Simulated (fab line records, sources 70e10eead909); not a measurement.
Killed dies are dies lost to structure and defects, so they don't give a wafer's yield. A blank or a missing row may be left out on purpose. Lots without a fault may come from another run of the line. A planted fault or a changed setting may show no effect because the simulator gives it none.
A struck lot beside a sound one | flow nand_harc | 15 steps out of a route of 1159
Sound: wafers L374.4, L374.5, L374.6. Struck: wafers L377.2, L377.4, L377.5. The cause comes at the end.
At each step with rows: each side's tool, then ch and its chambers, then its first start. Under that, the readings that differ: sound wafers | struck wafers | difference of the means | sigmas: that difference in standard deviations of wafers without a fault.
alike: readings whose means differ by less than 2 such deviations, and words and numbers that are the same on both sides. not compared: withheld readings, readings that some wafer has no value for, bounds like >300 that may hide the same value, and numbers for which the record gives no deviation and whose values overlap.
The two part at a step that has a row with sigmas, a row that says differs or no value, or rows on one side only. Numbers that don't overlap but have no deviation are shown without sigmas and don't part them. A reading that every wafer of one side lacks parts them only if that side has two wafers or more.

first, 3 steps without rows for these wafers: NHARC_P_GATE_EXPOSE_08 (exposes mask P HV); NHARC_P_GATE_PEB_09 (peb time 85 s); NHARC_P_GATE_DEVELOP_10 (time 70 s).
NHARC_P_GATE_CD_MEAS_11: target cd 1640 nm.
  sound on cd_sem-02 ch 0, day 4 03:23; struck on cd_sem-02 ch 0, day 5 04:55
  alike: cd_nm
then, 1 step without rows for these wafers: NHARC_P_GATE_HARDBAKE_12 (time 80 s).
NHARC_P_GATE_DESCUM_13: chemistry O2, time 3 s.
  sound on rie_diel-03 ch 0,2,3, day 4 03:36; struck on rie_diel-03 ch 1,2,3, day 5 05:07
  alike: drypump_motor_current_A, o2_flow_sccm, oes_product_au, rf_vpp_V, showerhead_plenum_p_Torr, throttle_valve_pct
  not compared: rf_hours_counter_h
then, 6 steps without rows for these wafers: NHARC_P_GATE_ETCH_14 (etches SiO2 in dHF, target depth 48.8 nm); NHARC_P_GATE_STRIP_15 (strips in SPM, time 780 s); NHARC_P_GATE_PRECLEAN_71 (cleans in SC1); NHARC_P_GATE_SRD_72; NHARC_P_GATE_OXIDE_16 (material SiO2, target thk 3 nm, ox time 392 s); NHARC_P_GATE_CVD_17 (deposits poly-Si, target thk 150 nm, time 900 s).
NHARC_P_GATE_HM_DEP_102: deposits aC, target thk 120 nm.
  sound on acl_dep-01 ch 0, day 4 17:44; struck on acl_dep-03 ch 0, day 5 18:24
  alike: throttle_valve_pct
NHARC_P_GATE_DEP_103: deposits SiON, target thk 30 nm.
  sound on pecvd-01 ch 0,1,2, day 4 18:10; struck on pecvd-01 ch 0,2, day 5 18:57
  alike: heater_power_w
NHARC_END_SORT_01:
  the record has rows for the sound wafers here (prober-01 ch 0, day 19 13:42) and none for the struck ones

WHERE THEY PART
Only at NHARC_END_SORT_01, within this record.

WHY: what the simulator had put in
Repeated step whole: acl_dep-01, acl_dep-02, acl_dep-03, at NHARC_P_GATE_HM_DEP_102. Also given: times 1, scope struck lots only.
